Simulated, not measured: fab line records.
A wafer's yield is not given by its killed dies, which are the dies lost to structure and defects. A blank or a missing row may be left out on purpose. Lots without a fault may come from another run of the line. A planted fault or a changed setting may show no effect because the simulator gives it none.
A struck lot beside a sound one    flow nand harc    15 out of 1159 route steps
Sound: these wafers, L438.2, L438.5, L438.6. Struck: wafer L440.1 (L440.3, L440.4, from the same lot, were not struck and are left out); the cause is given at the end.
Each step with rows lists, per side, the tool, then ch with its chambers, then its first start. Under that, the readings that differ: sound wafers    struck wafers    difference of the means    sigmas: that difference in standard deviations of wafers without a fault.
alike: readings whose means differ by less than 2 such deviations, and words and numbers that are the same on both sides. not compared: withheld readings, readings that some wafer has no value for, bounds like >300 that may hide the same value, and numbers for which the record gives no deviation and whose values overlap.
The two part at a step that has a row with sigmas, a row that says differs or no value, or rows on one side only. Numbers that have no deviation but don't overlap get no sigmas and don't part them. Lack of a reading on every wafer of one side parts them only where that side has two or more wafers.

NHARC_P_M0_OVL_MEAS_10: pitch 180 nm.
  sound on overlay-02, day 6 14:04; struck on overlay-01, day 7 04:01
  alike: overlay x nm, overlay y nm
NHARC_P_M0_INSPECT_11:
  sound on defect inspect-01, day 6 14:07; struck on defect inspect-01, day 7 04:03
  alike: raw defect count
NHARC_P_M0_DESCUM_14: chemistry O2, time 3 s.
  sound on rie diel-09 ch 1,3, day 6 14:10; struck on rie diel-06 ch 2, day 7 04:07
reading                 sound                 struck  difference  sigmas
throttle valve pct (%)  11.305 11.306 11.324  11.330  +0.018      +2
  alike: drypump motor current A, oes product au, rf vpp V, showerhead plenum p Torr
  not compared: rf hours counter h
then, 1 step without rows for these wafers: NHARC_P_M0_ETCH_34 (etches the open film in N2/H2, target depth 40 nm, overetch 12 nm, time 43.94 s).
NHARC_P_M0_ETCH_15: etches the open film in C4F8/Ar, target depth 150 nm, overetch 15 nm, time 82.5 s.
  sound on rie diel-09 ch 0,1,3; struck on rie diel-06 ch 0
  alike: oes product au, rf vpp V
  not compared: rf hours counter h
NHARC_P_M0_CD_MEAS_16:
  sound on cd sem-01, day 6 14:31; struck on cd sem-02, day 7 04:25
  alike: cd nm
NHARC_P_M0_STRIP_18: strips in N2/H2.
  sound on rie diel-09 ch 0,1,3, day 6 14:43; struck on rie diel-09 ch 1, day 7 04:29
  alike: drypump motor current A, oes product au, rf vpp V, showerhead plenum p Torr, throttle valve pct
  not compared: rf hours counter h
then, 3 steps without rows for these wafers: NHARC_P_M0_STRIP_19 (strips in post etch residue remover, time 600 s); NHARC_P_M0_DEGAS_28 (time 60 s); NHARC_P_M0_PRE_CLEAN_29 (time 30 s).
NHARC_P_M0_PVD_20: deposits TaN, target thk 5 nm, time 8.06 s.
  sound on pvd sputter-03; struck on pvd sputter-02
  alike: throttle valve pct
NHARC_P_M0_PVD_21: deposits Cu, target thk 30 nm, time 20.49 s.
  sound on pvd sputter-03; struck on pvd sputter-02
  alike: throttle valve pct
NHARC_P_M0_ECD_22: material Cu, target thk 400 nm.
  sound on ecd cu-01 ch 0,1, day 6 15:40; struck on ecd cu-01 ch 0,1, day 7 05:36
then, 1 step without rows for these wafers: NHARC_P_M0_ANNEAL_30 (time 90 s).
NHARC_P_M0_CMP_23: polishes, t overpolish 20 s, target thk 117.53 nm.
  sound on cmp-04 ch 1,2,3, day 6 16:24; struck on cmp-04 ch 0, day 7 06:18
reading                 sound           struck  difference  sigmas
time to endpoint s (s)  28.6 32.4 28.4  12.9    -16.9       -8
  alike: motor current A

WHERE THEY PART
Last at NHARC_P_M0_CMP_23 as far as this record goes, first at NHARC_P_M0_DESCUM_14.

WHY: what the simulator had put in
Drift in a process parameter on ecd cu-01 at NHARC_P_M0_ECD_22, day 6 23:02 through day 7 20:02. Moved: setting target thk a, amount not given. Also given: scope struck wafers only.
